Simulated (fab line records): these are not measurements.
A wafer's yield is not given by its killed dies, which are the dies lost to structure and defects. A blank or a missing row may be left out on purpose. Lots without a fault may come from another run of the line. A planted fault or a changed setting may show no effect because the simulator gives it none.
8D (eight disciplines) problem report, filled in by code    flow n5Finfet    the parts of the form that need people (team, actions taken, sign-off) are left out

1. WHAT IS WRONG
IGATE_N at N5_BEOL_M4_RC_MEAS_101 reads a mean of 0.0802 nA/um on 1 wafer of 1 lot; wafers without a fault read 0.0122 nA/um with a standard deviation of 0.0018. That puts it +38 standard deviations away from the usual mean.
First seen on wafer L536.2, day 11 15:05, on prober-02. The record has a number at this step for 39 wafers belonging to 13 lots. By rule, "out" or "out of limits" means more than 4 standard deviations away from the usual mean. Any other wafer with a number is counted as sound.

2. WHAT IT IS, WHAT IT ISN'T
question                     is                              is not
which readings at this step  IGATE_N, EOT_N, EOT_P, IGATE_P  DIBL_N, DIBL_P, IOFF_N, IOFF_P, ION_N, ION_P, SS_N, SS_P, VT_N, VT_P
which lots                   L536                            L521, L522, L523, L525, L527, L529, L530, L532, L533, L534, L543, L544
which wafers of those lots   L536.2                          L536.4, L536.6
read on which gauges         prober-02                       prober-01
when                         from day 11 15:05               up to then (32 sound wafers); but 6 sound wafers of L543, L544 came after

3. SUSPECTS, AND WHAT RULES EACH OUT
Counting: a tool at a process step up to the reading stays a suspect if it ran every lot that is out. Sound lots after the first of them don't rule it out here, since some wafers of a struck lot are sound.
- the gauge at N5_BEOL_M4_RC_MEAS_101: ruled out. All the wafers that are out were read on prober-02, but those of them that N5_HKMG_FIN_ETCH_35 has rows for are out there too, on other tools.
- rieDiel-06 at N5_HKMG_FIN_ETCH_31 (etches SiARC in CF4, target depth 45.5 nm, time 75.8 s): kept. The lot that is out, L536, ran on it at day 8 00:28; the last sound lot it ran before that was L533, at day 7 04:53.
- rieDiel-06 at N5_HKMG_FIN_ETCH_35 (etches SOC in N2/H2, target depth 215.8 nm, time 243.4 s): kept. The lot that is out, L536, ran on it at day 8 00:43; the last sound lot it ran before that was L533, at day 7 05:08. Its own readings are out on those wafers: oesProductAu.
- aldMetal-01 at N5_HKMG_FIN_ALD_91 (deposits TiN, target thk 1 nm, pulse time 1 s, purge time 3 s): kept. The lot that is out, L536, ran on it at day 8 01:26; the last sound lot it ran before that was L533, at day 7 05:49.
- aldMetal-03 at N5_HKMG_FIN_NWFM_ALD_20 (deposits TiAlC, target thk 2 nm, pulse time 3 s, purge time 2 s): kept. The lot that is out, L536, ran on it at day 8 02:24; the last sound lot it ran before that was L533, at day 7 06:47.
- Within rieDiel-06 at N5_HKMG_FIN_ETCH_31: the wafers that are out ran in chamber 2; their sound lot-mates ran in chamber 1.
- Within rieDiel-06 at N5_HKMG_FIN_ETCH_35: the wafers that are out ran in chamber 2; their sound lot-mates ran in chamber 1.
- Within aldMetal-01 at N5_HKMG_FIN_ALD_91: the wafers that are out ran in chamber 3; their sound lot-mates ran in chamber 2.
- At N5_HKMG_FIN_NWFM_ALD_20, inside aldMetal-03: chamber 1 took the wafers that are out, while their sound lot-mates went through chambers 0, 2.
Left after counting: rieDiel-06 at N5_HKMG_FIN_ETCH_31, rieDiel-06 at N5_HKMG_FIN_ETCH_35, aldMetal-01 at N5_HKMG_FIN_ALD_91, aldMetal-03 at N5_HKMG_FIN_NWFM_ALD_20.

4. THE CAUSE (what the simulator had put in)
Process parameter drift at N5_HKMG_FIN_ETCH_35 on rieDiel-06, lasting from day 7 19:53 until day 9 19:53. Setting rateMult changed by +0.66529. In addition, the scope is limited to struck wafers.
Of the 4 suspects that counting leaves, this tool is one.

5. THE CHAIN OF EFFECTS, in route order
One row per reading whose mean, taken over the struck wafers that have a number, lies over 3 standard deviations from the usual. Scope: only readings with a usual standard deviation given in the record; hours: median across lots of the time from each lot's start at the first step in this table that gives one to its start at this step; sigmas: change in usual standard deviations.
hours  step                    reading       usual         on struck wafers  change   sigmas
0      N5_HKMG_FIN_ETCH_35     oesProductAu  0.74 a.u.     1.00              +0.26    +4.1
86     N5_BEOL_M4_RC_MEAS_101  EOT_N         10.54         9.86              -0.68    -6.2
86     N5_BEOL_M4_RC_MEAS_101  EOT_P         10.50         9.82              -0.68    -6.8
86     N5_BEOL_M4_RC_MEAS_101  IGATE_N       0.0122 nA/um  0.0802            +0.0680  +38
86     N5_BEOL_M4_RC_MEAS_101  IGATE_P       0.0036 nA/um  0.0236            +0.0200  +37
The process steps in it:
- N5_HKMG_FIN_ETCH_35: etches SOC in N2/H2, target depth 215.8 nm, time 243.4 s.

6. HOW IT WOULD HAVE BEEN CAUGHT EARLIER
In this record the first reading out of limits at a measuring or inspecting step was taken at day 11 15:05, 91 hours after the fault began at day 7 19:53.
At N5_HKMG_FIN_ETCH_35, the tool's own readings (oesProductAu) were out on each struck wafer the step has a row for, so an alarm limit on them would have fired on the first such wafer.
By day 11 15:05, every lot that is out (1) had started N5_HKMG_FIN_ETCH_35 on rieDiel-06. Tool hold at that time: it would have spared none of them.
